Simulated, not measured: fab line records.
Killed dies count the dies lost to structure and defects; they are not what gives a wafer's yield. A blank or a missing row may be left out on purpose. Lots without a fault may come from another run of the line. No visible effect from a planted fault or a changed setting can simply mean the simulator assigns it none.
Chamber matching ; flow n5Finfet ; uvCure-02 running N5_BEOL_M9_CURE_72: 3 sister chambers
The step cures SiCOH lowk, time 120 s. 20 wafers are shown with their chamber, then 10 later ones without.

WAFERS WITH THEIR CHAMBER
wafer;chamber;wafer_temp_C_max;lampPowerPct (%)
L077.2;1;371.7;52.37
L077.3;1;371.6;52.34
L077.4;1;371.4;52.34
L076.1;2;371.4;52.38
L076.4;2;371.0;52.34
L076.5;2;371.5;52.30
L080.1;0;371.6;52.27
L080.2;0;371.6;52.33
L080.3;0;371.3;52.26
L080.4;0;371.0;52.34
L080.5;0;371.6;52.29
L080.6;0;370.7;52.34
L082.2;0;371.0;52.29
L082.3;0;371.0;52.25
L082.5;0;370.9;52.34
L083.2;0;371.0;52.37
L083.3;0;371.3;52.34
L083.5;0;371.2;52.27
L084.3;0;371.1;52.24
L084.4;0;371.2;52.34

SIGNATURES (means of the wafers above)
reading;chamber 0;chamber 1;chamber 2;scatter within a chamber
wafer_temp_C_max;371.179;371.567;371.300;0.265
lampPowerPct;52.3050;52.3500;52.3400;0.0398
Rule: for each reading, subtract the chamber's mean from the wafer's reading, divide by that reading's scatter and square the result; add these up over the readings and take the root, which gives the wafer's distance from the chamber. The wafer belongs to the nearest chamber; if the next one is less than 2 further off, it can't be placed. The scatter is the square root of a quotient: the sum, over the shown wafers, of each reading's squared deviation from its chamber's mean, divided by wafers minus chambers.

WAFERS WITH NO CHAMBER GIVEN
wafer;wafer_temp_C_max;lampPowerPct (%)
L084.5;371.7;52.27
L088.2;371.1;52.37
L088.3;371.8;52.23
L088.6;371.6;52.34
L096.2;371.5;52.33
L096.3;370.9;52.39
L096.5;370.9;52.31
L093.1;371.3;52.31
L093.4;370.6;52.30
L093.5;370.9;52.32

CHAMBER TAKEN BY EACH
wafer;from the rows above;in truth
L084.5;can't be placed: 1 or 0 or 2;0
L088.2;can't be placed: 2 or 0 or 1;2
L088.3;can't be placed: 0 or 1 or 2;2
L088.6;can't be placed: 1 or 2 or 0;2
L096.2;can't be placed: 1 or 2 or 0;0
L096.3;can't be placed: 2 or 0 or 1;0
L096.5;can't be placed: 0 or 2 or 1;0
L093.1;can't be placed: 0 or 2 or 1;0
L093.4;can't be placed: 0 or 2 or 1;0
L093.5;can't be placed: 0 or 2 or 1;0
Placed correctly: 0 of 10. These rows do not allow placing 10 (true chamber among the candidates in 10). 0 placed wrongly.
